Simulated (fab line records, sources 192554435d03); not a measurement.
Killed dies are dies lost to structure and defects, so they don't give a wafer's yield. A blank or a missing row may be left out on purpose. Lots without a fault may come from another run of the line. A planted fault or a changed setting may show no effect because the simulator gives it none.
A struck lot beside a sound one | flow n5_finfet | 28 steps out of a route of 1938
Sound: wafers L496.4, L496.5, L496.6. Struck: wafer L488.6. (L488.3, L488.5 of the same lot were not struck and are left out.) The cause comes at the end.
At each step with rows: each side's tool, then ch and its chambers, then its first start. Under that, the readings that differ: sound wafers | struck wafers | difference of the means | sigmas: that difference in standard deviations of wafers without a fault.
alike: readings whose means differ by less than 2 such deviations, and words and numbers that are the same on both sides. not compared: withheld readings, readings that some wafer has no value for, bounds like >300 that may hide the same value, and numbers for which the record gives no deviation and whose values overlap.
The two part at a step that has a row with sigmas, a row that says differs or no value, or rows on one side only. Numbers that don't overlap but have no deviation are shown without sigmas and don't part them. A reading that every wafer of one side lacks parts them only if that side has two wafers or more.

first, 11 steps without rows for these wafers: N5_BEOL_M6_CURE_75 (cures SiCOH lowk, time 120 s); N5_BEOL_M6_DEGAS_44 (time 60 s); N5_BEOL_M6_PRE_CLEAN_45 (time 30 s); N5_BEOL_M6_ALD_77 (deposits TaN, target thk 2 nm, pulse time 2 s, purge time 3 s); N5_BEOL_M6_SURFACE_TREAT_79; N5_BEOL_M6_CVD_78 (deposits Co from CCTBA/H2, target thk 2 nm, time 142.3 s); N5_BEOL_M6_SPUTTER_48 (material Cu, target thk 10 nm, time 1.667 s); N5_BEOL_M6_ECD_50 (material Cu, target thk 300 nm); N5_BEOL_M6_ANNEAL_51 (time 90 s); N5_BEOL_M6_CMP_52 (polishes, stops on SiCOH lowk, t overpolish 6.9 s, target thk 80 nm); N5_BEOL_M6_PRE_CLEAN_55 (time 15 s).
N5_BEOL_M6_DEP_56: deposits SiCN from 3MS/NH3, target thk 10 nm, time 17.5 s.
  sound on pecvd-03 ch 0,1,2, day 15 02:53; struck on pecvd-03 ch 2, day 10 08:22
  alike: showerhead_plenum_p_Torr, throttle_valve_pct
N5_BEOL_M6_INSPECT_58: inspects for defects (darkfield).
  sound on defect_inspect-01, day 15 02:58; struck on defect_inspect-02, day 10 08:28
  reading          | sound    | struck | difference | sigmas
  raw_defect_count | 90 94 66 | 1387   | +1304      | +59
then, 12 steps without rows for these wafers: N5_BEOL_M7_ILD_DEP_00 (deposits SiCOH lowk from DEMS/porogen, target thk 179.75 nm, time 33.4 s); N5_BEOL_M7_CURE_74 (cures SiCOH lowk, time 240 s); N5_BEOL_M7_PECVD_70 (deposits SiO2 from TEOS/O2, target thk 20 nm, time 22.7 s); N5_BEOL_M7_HM_DEP_02 (deposits TiN, target thk 20 nm); N5_BEOL_M7_COAT_59 (time 60 s, resist thk 100 nm); N5_BEOL_M7_COAT_60 (time 60 s, resist thk 35 nm); N5_BEOL_M7_COAT_05 (resist thk 90 nm); N5_BEOL_M7_EBR_07; N5_BEOL_M7_SOFTBAKE_06 (time 60 s); N5_BEOL_M7_EXPOSE_08 (exposes mask M7); N5_BEOL_M7_PEB_09 (peb time 60 s); N5_BEOL_M7_DEVELOP_10 (develop time 30 s).
N5_BEOL_M7_INSPECT_13: inspects for defects (brightfield).
  sound on defect_inspect-01, day 15 04:07; struck on defect_inspect-02, day 10 09:43
  reading          | sound       | struck | difference | sigmas
  raw_defect_count | 479 355 312 | 1629   | +1247      | +14
then, 1 step without rows for these wafers: N5_BEOL_M7_DESCUM_16 (chemistry O2, time 7.9 s).
-- the record jumps here: 3 days lie between the struck wafers' starts before and after (it left off in module BEOL_M7 and takes up again in module PASSIVATION, whose first step shown is number 1936 of the route) --
N5_PASSIVATION_PROBE_49:
  the record has rows for the struck wafers here (prober-01, day 13 07:25) and none for the sound ones

WHERE THEY PART
First at N5_BEOL_M6_INSPECT_58; last, within this record, at N5_PASSIVATION_PROBE_49.

WHY: what the simulator had put in
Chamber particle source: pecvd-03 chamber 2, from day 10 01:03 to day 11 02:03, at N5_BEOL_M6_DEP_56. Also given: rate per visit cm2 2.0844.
